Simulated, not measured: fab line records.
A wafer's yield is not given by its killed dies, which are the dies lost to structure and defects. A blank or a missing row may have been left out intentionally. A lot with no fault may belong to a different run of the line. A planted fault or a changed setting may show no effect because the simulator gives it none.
Matching of chambers | flow n5-finfet | N5_ILD0_ALD_15 on ald-sin-02 has 4 sister chambers
The step deposits SiNx, target thk 24 nm, pulse time 1 s, ald cycles 480. 14 wafers are shown with their chamber, then 7 later ones without.

EACH WAFER AND ITS CHAMBER
wafer  | chamber | heater-power-w (W) | precursor-pulse-height-rel
L079.1 | 0       | 893                | 1.001
L079.4 | 0       | 917                | 1.007
L079.6 | 2       | 878                | 1.024
L080.1 | 0       | 878                | 1.006
L080.3 | 2       | 891                | 1.005
L080.6 | 0       | 899                | 1.010
L081.1 | 0       | 888                | 1.027
L081.4 | 2       | 893                | 0.992
L081.6 | 3       | 838                | 1.024
L087.2 | 1       | 752                | 1.017
L087.5 | 2       | 902                | 0.978
L087.6 | 1       | 747                | 0.995
L088.2 | 1       | 774                | 1.018
L088.3 | 3       | 829                | 0.958

SIGNATURES (averages over the wafers above)
reading                    | chamber 0 | chamber 1 | chamber 2 | chamber 3 | scatter within a chamber
heater-power-w             | 895.00    | 757.67    | 891.00    | 833.50    | 12.6
precursor-pulse-height-rel | 1.01020   | 1.01000   | 0.99975   | 0.99100   | 0.0201
Rule: for each reading, subtract the chamber's mean from the wafer's reading, divide by that reading's scatter and square the result; add these up over the readings and take the root, which gives the wafer's distance from the chamber. If the next closest chamber is less than 2 further off than the closest, the wafer can't be placed; otherwise it belongs to the closest. The scatter: the root of (the sum of the squares of (reading less its chamber's mean) over the shown wafers, divided by (wafers less chambers)).

WAFERS WHOSE CHAMBER IS MISSING
wafer  | heater-power-w (W) | precursor-pulse-height-rel
L088.5 | 899                | 1.003
L092.1 | 913                | 0.979
L092.4 | 888                | 1.004
L092.6 | 938                | 1.006
L093.1 | 901                | 0.996
L093.4 | 764                | 0.998
L093.5 | 808                | 1.021

WHICH CHAMBER EACH ONE RAN IN
wafer  | from the rows above     | in truth
L088.5 | can't be placed: 0 or 2 | 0
L092.1 | can't be placed: 2 or 0 | 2
L092.4 | can't be placed: 2 or 0 | 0
L092.6 | can't be placed: 0 or 2 | 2
L093.1 | can't be placed: 2 or 0 | 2
L093.4 | 1                       | 1
L093.5 | can't be placed: 3 or 1 | 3
Correct placement for 1 of the 7. From these rows, 6 cannot be placed; in 6 the true chamber is one of the candidates. Number placed wrongly: 0.
